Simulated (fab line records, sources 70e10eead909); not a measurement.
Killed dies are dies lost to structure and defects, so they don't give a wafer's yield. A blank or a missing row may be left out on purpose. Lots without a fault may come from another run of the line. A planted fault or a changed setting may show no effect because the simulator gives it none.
fab line records | flow nand_harc
record lots=5 wafers=15 last_day=32
route steps=1302 shown A_CHANNEL_HOLE_D2@591
lots that met no fault: from a run of the same line without faults
start_h: hours from the record's first day to the start of the lot's first wafer shown | wait_h: hours since the lot's step before | " the same as in the row above | L1.1+2: a row that stands for several wafers | - no value, or no start given | * or withheld: withheld | < > ~ a bound
route shown NAME@n: a module of which the file shows steps, and the number in the route of the first | usual: mean/standard deviation of fault-free wafers | same: alike in all rows | chamber/n: place in a boat | sites: the reading at each site | _std_site: their standard deviation | _edge_site: outer sites' mean less inner sites' | radius_mm: how far each site lies from the wafer's centre | mask NAME#n: copy n | behind: the tool/chamber that last shaped the wafer | hold: why the lot was held/for how many hours/how that ended | device: the transistor (n, p or np) that didn't switch | end of line: the same wafers' tests at the end of the route | a step without rows: its recipe alone | killed: dies lost to structure and defects at the first sort, not the wafer's yield | map: a wafer's dies, x killed, . not, _ none there
set.NAME: the setting as run; set.NAME@STEP: as run at that earlier step | model.NAME: the simulator's own value behind a step, which no gauge read
lots at some steps of the route; a table a step, a row a wafer
services: from which hour (start_h, from the record's first day; less than 0 if before it) a tool's chamber was out of use, for how many hours, and why
## steps
# step NHARC_A_CHANNEL_HOLE_D2_ETCH_19
# recipe bias_v=1200 source_w=2500 pressure_mtorr=15 time_s=34.5 ar_flow_sccm=375 c4f8_flow_sccm=28.8 o2_flow_sccm=96.2 temp_c=-20 target_depth_a=* chemistry=C4F8/O2/Ar
# usual drypump_motor_current_A=5.78/0.26 he_backside_leak_sccm=6.0/0.64 showerhead_plenum_p_Torr=3.77/0.2 throttle_valve_pct=37.039/0.0093
# columns lot.wafer tool chamber start_h wait_h drypump_motor_current_A he_backside_leak_sccm rf_hours_counter_h showerhead_plenum_p_Torr throttle_valve_pct
L144.1 har_etch-01 0 299.39 0.1 6.03 5.7 160 3.54 37.032
L144.3 " 1 " " 6.12 6.5 - 3.74 37.056
L144.5 " 0 " " 6.01 5.7 - 3.54 37.049
L146.4 har_etch-02 0 306.58 0.1 5.76 6.9 - 3.98 37.034
L146.5 " 1 " " 5.45 6.0 - 3.47 37.019
L146.6 " 0 " " 5.74 6.4 - 3.98 37.045
L159.1 har_etch-02 0 433.36 0.1 5.79 5.3 23 3.94 37.043
L159.2 " 1 " " 5.43 5.1 23 3.97 37.054
L159.5 " 0 " " 5.77 5.4 - 3.94 37.024
L161.2 har_etch-02 0 469.68 4.6 5.77 5.5 42 3.93 37.045
L161.3 " 0 " " 5.78 5.5 - 3.93 37.034
L161.6 " 1 " " 5.44 5.2 - 3.96 37.036
L165.2 har_etch-02 1 498.62 0.1 5.44 5.4 58 3.95 37.046
L165.3 " 0 " " 5.77 5.7 - 3.92 37.038
L165.5 " 1 " " 5.42 5.3 - 3.95 37.042
# step NHARC_A_CHANNEL_HOLE_D2_ETCH_20
# recipe bias_v=3000 source_w=withheld pressure_mtorr=20 time_s=361.9 ar_flow_sccm=375 c4f8_flow_sccm=89.3 o2_flow_sccm=35.7 temp_c=-20 target_depth_a=16000 chemistry=C4F8/O2/Ar
# step NHARC_A_CHANNEL_HOLE_D2_ETCH_21
# recipe bias_v=3000 source_w=withheld pressure_mtorr=20 time_s=514.3 ar_flow_sccm=375 c4f8_flow_sccm=89.3 o2_flow_sccm=35.7 temp_c=-20 target_depth_a=16000 chemistry=C4F8/O2/Ar
# step NHARC_A_CHANNEL_HOLE_D2_ETCH_22
# recipe bias_v=3000 source_w=withheld pressure_mtorr=20 time_s=666.7 ar_flow_sccm=375 c4f8_flow_sccm=89.3 o2_flow_sccm=35.7 temp_c=-20 target_depth_a=16000 chemistry=C4F8/O2/Ar
# step NHARC_A_CHANNEL_HOLE_D2_ETCH_23
# recipe bias_v=5000 source_w=withheld pressure_mtorr=20 time_s=819 ar_flow_sccm=375 c4f8_flow_sccm=89.3 o2_flow_sccm=35.7 temp_c=-20 target_depth_a=16000 chemistry=C4F8/O2/Ar
# usual drypump_motor_current_A=5.78/0.26 he_backside_leak_sccm=6.0/0.63 showerhead_plenum_p_Torr=3.73/0.19 throttle_valve_pct=32.156/0.0085
# columns lot.wafer tool chamber start_h wait_h drypump_motor_current_A he_backside_leak_sccm rf_hours_counter_h showerhead_plenum_p_Torr throttle_valve_pct
L144.1 har_etch-01 0 300.84 0.5 6.01 5.8 161 3.50 32.150
L144.3 " 1 " " 6.12 6.2 - 3.69 32.150
L144.5 " 0 " " 5.98 6.0 - 3.50 32.157
L146.4 har_etch-02 0 308.30 0.5 5.78 6.5 - 3.93 32.169
L146.5 " 1 " " 5.45 6.3 - 3.44 32.170
L146.6 " 0 " " 5.77 6.5 - 3.93 32.143
L159.1 har_etch-02 0 434.77 0.5 5.74 5.3 24 3.89 32.155
L159.2 " 1 " " 5.45 5.3 24 3.92 32.161
L159.5 " 0 " " 5.76 5.3 - 3.89 32.147
L161.2 har_etch-02 0 471.10 0.5 5.76 5.5 43 3.88 32.140
L161.3 " 0 " " 5.77 5.7 - 3.88 32.151
L161.6 " 1 " " 5.44 5.2 - 3.91 32.149
L165.2 har_etch-02 1 500.15 0.5 5.45 5.5 59 3.90 32.159
L165.3 " 0 " " 5.79 5.7 - 3.87 32.175
L165.5 " 1 " " 5.47 5.6 - 3.90 32.156
# step NHARC_A_CHANNEL_HOLE_D2_ETCH_24
# recipe bias_v=5000 source_w=withheld pressure_mtorr=20 time_s=906.2 ar_flow_sccm=375 c4f8_flow_sccm=93.8 o2_flow_sccm=31.2 temp_c=-20 target_depth_a=15000 chemistry=C4F8/O2/Ar
# usual drypump_motor_current_A=5.78/0.26 he_backside_leak_sccm=6.1/0.85 showerhead_plenum_p_Torr=3.72/0.19 throttle_valve_pct=32.236/0.01
# columns lot.wafer tool chamber start_h wait_h drypump_motor_current_A he_backside_leak_sccm rf_hours_counter_h showerhead_plenum_p_Torr throttle_valve_pct
L144.1 har_etch-01 0 301.53 0.6 5.99 5.8 162 3.50 32.236
L144.3 " 1 " " 6.10 6.9 - 3.69 32.254
L144.5 " 0 " " 5.99 5.8 - 3.50 32.248
L146.4 har_etch-02 0 309.03 0.6 5.77 6.4 - 3.92 32.230
L146.5 " 1 " " 5.43 6.1 - 3.44 32.227
L146.6 " 0 " " 5.78 6.4 - 3.92 32.227
L159.1 har_etch-02 0 438.98 4.1 5.74 5.5 25 3.88 32.245
L159.2 " 1 " " 5.45 5.2 25 3.91 32.229
L159.5 " 0 " " 5.78 5.5 - 3.88 32.231
L161.2 har_etch-02 0 471.80 0.6 5.78 5.4 44 3.87 32.244
L161.3 " 0 " " 5.75 5.5 - 3.87 32.245
L161.6 " 1 " " 5.46 5.0 - 3.90 32.247
L165.2 har_etch-02 1 500.86 0.6 5.43 5.3 60 3.89 32.214
L165.3 " 0 " " 5.80 5.6 - 3.86 32.229
L165.5 " 1 " " 5.42 5.4 - 3.89 32.246
# step NHARC_A_CHANNEL_HOLE_D2_ETCH_25
# recipe bias_v=5000 source_w=withheld pressure_mtorr=20 time_s=1040.2 ar_flow_sccm=375 c4f8_flow_sccm=93.8 o2_flow_sccm=31.2 temp_c=-20 target_depth_a=15000 chemistry=C4F8/O2/Ar
# usual drypump_motor_current_A=5.77/0.25 he_backside_leak_sccm=6.0/0.72 showerhead_plenum_p_Torr=3.72/0.19 throttle_valve_pct=32.234/0.01
# columns lot.wafer tool chamber start_h wait_h drypump_motor_current_A he_backside_leak_sccm rf_hours_counter_h showerhead_plenum_p_Torr throttle_valve_pct
L144.1 har_etch-01 0 302.29 0.6 6.03 5.7 163 3.50 32.250
L144.3 " 1 " " 6.11 6.9 - 3.69 32.236
L144.5 " 0 " " 6.01 5.8 - 3.50 32.245
L146.4 har_etch-02 0 309.85 0.7 5.78 6.6 - 3.92 32.229
L146.5 " 1 " " 5.49 6.3 - 3.44 32.233
L146.6 " 0 " " 5.77 6.5 - 3.92 32.229
L159.1 har_etch-02 0 439.75 0.6 5.76 5.4 26 3.88 32.237
L159.2 " 1 " " 5.44 5.1 26 3.91 32.230
L159.5 " 0 " " 5.78 5.7 - 3.88 32.234
L161.2 har_etch-02 0 472.56 0.6 5.73 5.6 45 3.87 32.227
L161.3 " 0 " " 5.76 5.5 - 3.87 32.233
L161.6 " 1 " " 5.41 5.0 - 3.90 32.235
L165.2 har_etch-02 1 501.64 0.7 5.43 5.2 60 3.89 32.229
L165.3 " 0 " " 5.73 5.6 - 3.86 32.234
L165.5 " 1 " " 5.46 5.3 - 3.89 32.220
# step NHARC_A_CHANNEL_HOLE_D2_ETCH_26
# recipe bias_v=300 source_w=2000 pressure_mtorr=30 time_s=224.1 ar_flow_sccm=375 c4f8_flow_sccm=11.4 o2_flow_sccm=113.6 temp_c=-20 target_depth_a=3000 chemistry=C4F8/O2/Ar
# usual drypump_motor_current_A=5.77/0.25 he_backside_leak_sccm=6.0/0.61 showerhead_plenum_p_Torr=3.77/0.21 throttle_valve_pct=24.583/0.0096
# columns lot.wafer tool chamber start_h wait_h drypump_motor_current_A he_backside_leak_sccm rf_hours_counter_h showerhead_plenum_p_Torr throttle_valve_pct
L144.1 har_etch-01 0 303.18 0.7 6.00 5.7 164 3.54 24.586
L144.3 " 1 " " 6.09 6.5 - 3.74 24.580
L144.5 " 0 " " 6.00 5.8 - 3.54 24.563
L146.4 har_etch-02 0 310.38 0.4 5.75 6.6 - 3.99 24.599
L146.5 " 1 " " 5.44 6.4 - 3.47 24.580
L146.6 " 0 " " 5.74 6.6 - 3.99 24.578
L159.1 har_etch-02 0 440.63 0.7 5.77 5.5 27 3.94 24.576
L159.2 " 1 " " 5.43 5.1 27 3.98 24.584
L159.5 " 0 " " 5.75 5.7 - 3.94 24.584
L161.2 har_etch-02 0 473.44 0.7 5.74 5.6 46 3.93 24.584
L161.3 " 0 " " 5.73 5.4 - 3.93 24.586
L161.6 " 1 " " 5.47 5.3 - 3.96 24.587
L165.2 har_etch-02 1 502.41 0.6 5.45 5.3 61 3.96 24.586
L165.3 " 0 " " 5.74 5.7 - 3.92 24.598
L165.5 " 1 " " 5.46 5.5 - 3.96 24.580
# step NHARC_A_CHANNEL_HOLE_D2_ETCH_27
# recipe bias_v=400 source_w=2000 pressure_mtorr=25 time_s=90 ar_flow_sccm=375 c4f8_flow_sccm=41.7 o2_flow_sccm=83.3 temp_c=-20 target_depth_a=4000 chemistry=C4F8/O2/Ar
# step NHARC_A_CHANNEL_HOLE_D2_STRIP_41
# recipe n2_flow_sccm=150 h2_flow_sccm=150 ar_flow_sccm=0 bias_w=0 chemistry=N2/H2
# step NHARC_A_CHANNEL_HOLE_D2_STRIP_42
# recipe cf4_flow_sccm=100 chf3_flow_sccm=30 ar_flow_sccm=0 bias_w=0 chemistry=CF4/CHF3
# step NHARC_A_CHANNEL_HOLE_D2_STRIP_43
# recipe o2_flow_sccm=400 cos_flow_sccm=20 ar_flow_sccm=0 bias_w=0 chemistry=O2/COS
# step NHARC_A_CHANNEL_HOLE_D2_ETCH_44
# recipe target_depth_a=1400 overetch_a=140 time_s=77 ion_energy_ev=100 cf4_flow_sccm=80 o2_flow_sccm=20 ar_flow_sccm=0 rf_w=300 bias_w=100 chemistry=CF4/O2
# usual drypump_motor_current_A=5.5/0.41 oes_product_au=0.999/0.0079 rf_vpp_V=197.3/1.3 showerhead_plenum_p_Torr=1.31/0.052 throttle_valve_pct=13.398/0.0094
# columns lot.wafer tool chamber start_h wait_h drypump_motor_current_A oes_product_au rf_hours_counter_h rf_vpp_V showerhead_plenum_p_Torr throttle_valve_pct
L144.3 rie_diel-01 1 304.16 0.1 5.3 0.990 5.5 195.8 1.31 13.380
L144.1 " 0 " " 5.1 0.998 4.9 196.4 1.27 13.390
L144.5 " 0 " " 5.1 1.002 - 196.2 1.27 13.399
L146.4 rie_diel-09 3 311.23 0.1 6.1 1.016 12.5 199.1 1.37 13.400
L146.5 " 2 " " 5.4 1.005 - 196.0 1.26 13.397
L146.6 " 3 " " 6.1 1.015 - 198.5 1.37 13.397
L159.1 rie_diel-01 2 441.59 0.1 5.8 0.994 4.3 196.6 1.28 13.389
L159.2 " 3 " " 5.4 0.989 4.2 196.5 1.30 13.404
L159.5 " 1 " " 5.3 0.904 - 198.4 1.31 13.385
L161.3 rie_diel-09 0 474.40 0.1 6.2 0.989 8.6 199.4 1.43 13.383
L161.2 " 2 " " 5.3 1.008 8.8 195.6 1.26 13.398
L161.6 " 3 " " 6.1 0.995 - 198.1 1.37 13.407
L165.3 rie_diel-01 1 503.36 0.1 5.3 0.997 7.2 198.4 1.31 13.400
L165.2 " 2 " " 5.8 1.011 8.1 198.3 1.28 13.411
L165.5 " 0 " " 5.1 0.994 - 197.5 1.27 13.395
# step NHARC_A_CHANNEL_HOLE_D2_STRIP_28
# recipe o2_flow_sccm=500 ar_flow_sccm=0 bias_w=0 chemistry=O2
## services
# columns tool chamber start_h hours kind
rie_diel-01 0 286.35 - clean
rie_diel-01 1 286.35 - clean
rie_diel-01 2 286.35 - clean
rie_diel-01 3 286.35 - clean
rie_diel-01 2 290.45 15.4 repair
rie_diel-01 0 310.85 - clean
rie_diel-01 1 310.85 - clean
rie_diel-01 2 310.85 - clean
rie_diel-01 3 310.85 - clean
rie_diel-09 - 320.10 9.0 pm
har_etch-02 - 378.54 17.0 pm
har_etch-02 0 378.54 17.0 vent_cycle
har_etch-02 1 378.54 17.0 vent_cycle
rie_diel-01 - 380.85 9.0 pm
rie_diel-09 1 390.48 1.4 repair
har_etch-02 0 395.54 - clean
har_etch-02 1 395.54 - clean
har_etch-02 1 395.54 - consumable_replace:focus_ring
har_etch-02 1 395.54 - consumable_replace:showerhead
har_etch-01 - 420.10 1.0 repair
rie_diel-09 0 424.90 6.0 repair
rie_diel-01 - 478.45 0.4 repair
rie_diel-01 3 493.37 14.7 repair
rie_diel-09 - 497.10 9.0 pm
## key
first_sign step=NHARC_A_CHANNEL_HOLE_D2_ETCH_44 reading=oes_product_au direction=down sigmas=12 usual=0.999 struck=0.904
effect none on later readings
met_at NHARC_A_CHANNEL_HOLE_D2_ETCH_44
struck_wafers L159.5
later_rows_left_out L159.5
sort_left_out L159.5
tester_left_out L159
onset_between 304.16 441.59
fault kind=process_parameter_drift tool=rie_diel-01 chamber=1 onset_h=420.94 steps=NHARC_A_CHANNEL_HOLE_D2_ETCH_44 channel=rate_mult offset=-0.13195 shape=step end_h=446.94
# tester_left_out: of these lots the tester's yield and bins aren't shown, on N5 and GAA mostly nor the transistor test; their killed dies are dies lost to structure and defects alone, not to doping, threshold or leakage, so they don't give the yield
# sort_left_out: the simulated sort isn't trusted on such a fault, so these wafers' sort isn't shown, and their yield isn't known
# later_rows_left_out: the simulator's readings of these wafers behind a module that went badly wrong aren't trusted and aren't shown, but for the sort
